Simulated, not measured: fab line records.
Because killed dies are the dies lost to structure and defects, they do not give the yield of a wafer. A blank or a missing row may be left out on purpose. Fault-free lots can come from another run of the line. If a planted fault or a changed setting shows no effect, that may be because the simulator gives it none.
The tool behind it: which one? -- flow nand harc -- 14 lots with 42 wafers sampled at 4 steps, on a route of 1302 steps

WHAT THE GAUGES SHOWED, per wafer
NHARC_THIN_TSV_CD_MEAS_12: target cd 1000 nm.
lot,measured,on,cd nm (nm)
L253,day 23 19:43,cd sem-03,1000.1 999.2 999.1
L254,day 24 03:26,cd sem-02,1001.0 1003.8 1002.3
L255,day 24 02:21,cd sem-02,1000.3 1000.7 1001.6
L256,day 25 05:52,cd sem-03,1000.7 1000.2 1000.7
L260,day 26 14:27,cd sem-01,1001.0 998.7 1000.2
L261,day 26 15:32,cd sem-03,1000.5 1000.6 1001.4
L268,day 29 17:37,cd sem-03,997.5 1000.7 998.6
L269,day 30 13:45,cd sem-03,1002.5 1000.7 1001.4
L270,day 31 04:53,cd sem-02,1000.0 999.0 1001.3
L271,day 31 09:05,cd sem-01,1000.1 1000.0 999.9
L272,day 31 07:14,cd sem-01,1001.9 1000.1 999.1
L273,day 32 02:57,cd sem-01,1001.7 1001.9 1000.3
L274,day 32 19:11,cd sem-03,1002.2 1001.4 1000.0
L275,day 34 15:30,cd sem-01,997.4 999.4 998.5

NHARC_END_SORT_01.
lot,measured,on,killed at array,killed at other,killed at periphery,killed dies,killed open,killed short
L260,day 27 06:37,prober-01,155 163 120,1 0 0,2 4 3,158 167 123,1 4 3,3 3 2
L261,day 27 06:38,prober-02,125 120 137,1 0 1,3 3 3,129 123 141,6 5 4,2 4 1

TOOL THAT RAN EACH LOT (tool first, then ch and the chambers of the sampled wafers, then the start)
lot,NHARC_A_CHANNEL_FILL_D1_ALD_15,NHARC_A_BONDPAD_ETCH_12
L253,"ald sin batch-02 ch 0, day 9 09:57","rie diel-07 ch 0,1, day 23 19:43 or earlier"
L254,"ald sin batch-01 ch 0, day 9 23:02","rie diel-07 ch 2,3, day 24 03:26 or earlier"
L255,"ald sin batch-01 ch 0, day 9 23:02","rie diel-07 ch 0,1,3, day 24 02:21 or earlier"
L256,"ald sin batch-02 ch 0, day 10 09:50","rie diel-07 ch 1,2,3, day 25 05:52 or earlier"
L260,"ald sin batch-01 ch 0, day 12 12:21","rie diel-07 ch 0,1,3, day 26 14:27 or earlier"
L261,"ald sin batch-01 ch 0, day 12 15:44","rie diel-07 ch 0,2,3, day 26 15:32 or earlier"
L268,"ald sin batch-02 ch 0, day 15 12:16","rie diel-07 ch 0,1,2, day 29 17:37 or earlier"
L269,"ald sin batch-01 ch 0, day 16 02:15","rie diel-08 ch 2,3, day 30 13:45 or earlier"
L270,"ald sin batch-01 ch 0, day 16 12:20","rie diel-08 ch 1,2,3, day 31 04:53 or earlier"
L271,"ald sin batch-01 ch 0, day 16 12:20","rie diel-08 ch 1,2,3, day 31 09:05 or earlier"
L272,"ald sin batch-01 ch 0, day 17 00:17","rie diel-07 ch 0,1, day 31 07:14 or earlier"
L273,"ald sin batch-02 ch 0, day 17 21:54","rie diel-07 ch 0,1,3, day 32 02:57 or earlier"
L274,"ald sin batch-02 ch 0, day 18 07:06","rie diel-07 ch 0,3, day 32 19:11 or earlier"
L275,"ald sin batch-03 ch 0, day 18 19:17","rie diel-07 ch 0,2,3, day 34 15:30 or earlier"
- NHARC_A_CHANNEL_FILL_D1_ALD_15: deposits SiNx, target thk 2 nm, pulse time 60 s, ald cycles 19.
- NHARC_A_BONDPAD_ETCH_12: etches the open film in CHF3/O2, target depth 220 nm, time 110 s.

WHAT THE TOOLS THEMSELVES READ (means of the sampled wafers that have a number; where no wafer has one, the mark that the record gives instead)
NHARC_A_CHANNEL_FILL_D1_ALD_15.
lot,tool,chamber pressure Torr (Torr),precursor pulse height rel
L253,ald sin batch-02,2.005,1.029
L254,ald sin batch-01,2.001,1.010
L255,ald sin batch-01,2.003,1.009
L256,ald sin batch-02,1.998,0.998
L260,ald sin batch-01,1.995,0.980
L261,ald sin batch-01,1.997,1.004
L268,ald sin batch-02,1.999,0.987
L269,ald sin batch-01,1.999,0.988
L270,ald sin batch-01,2.005,1.002
L271,ald sin batch-01,1.998,0.999
L272,ald sin batch-01,1.995,1.003
L273,ald sin batch-02,1.993,1.002
L274,ald sin batch-02,2.005,1.000
L275,ald sin batch-03,2.006,0.988

NHARC_A_BONDPAD_ETCH_12.
lot,tool,drypump motor current A (A),oes product au (a.u.),rf vpp V (V),showerhead plenum p Torr (Torr),throttle valve pct (%)
L253,rie diel-07,5.9,0.942,371.1,2.45,20.573
L254,rie diel-07,6.0,0.919,369.6,2.38,20.582
L255,rie diel-07,6.2,0.967,371.0,2.40,20.569
L256,rie diel-07,5.8,0.929,371.1,2.44,20.576
L260,rie diel-07,6.1,0.972,370.4,2.40,20.580
L261,rie diel-07,5.9,0.968,369.7,2.36,20.572
L268,rie diel-07,5.6,0.964,371.5,2.41,20.571
L269,rie diel-08,5.7,0.925,373.7,2.50,20.574
L270,rie diel-08,5.8,0.924,371.4,2.43,20.571
L271,rie diel-08,5.9,0.925,370.9,2.43,20.565
L272,rie diel-07,5.9,0.953,372.0,2.45,20.573
L273,rie diel-07,6.1,0.927,371.0,2.39,20.568
L274,rie diel-07,6.2,0.924,368.5,2.32,20.583
L275,rie diel-07,5.9,0.962,369.5,2.36,20.568

THE ANSWER, worked out from the rows above alone
Rule: the lots themselves supply what counts as usual. The widest of any qualifying gaps counts: lots, ordered by their means at a reading, are off when they make up no more than a third of the lots, leave a main group of 4 or more, and stand apart from it by 3 or more times the standard deviation of that group's means. If all means in a main group match to the digits the tables above print for the reading, that group is not used. A lot without any number at a reading at which 4 lots or more have one is off too. Where the step has rows for the other lots, those lots are counted as sound. After the gauges, taken in route order, come the tools' own readings; for these a lot's mean is taken, as printed above. The first step at which some lot is off is used, and at that step the reading that is off furthest; a lot without a number counts as furthest.
Nothing can be told from this: no lot is off at any reading shown.

WHAT THE SIMULATOR HAD INSERTED
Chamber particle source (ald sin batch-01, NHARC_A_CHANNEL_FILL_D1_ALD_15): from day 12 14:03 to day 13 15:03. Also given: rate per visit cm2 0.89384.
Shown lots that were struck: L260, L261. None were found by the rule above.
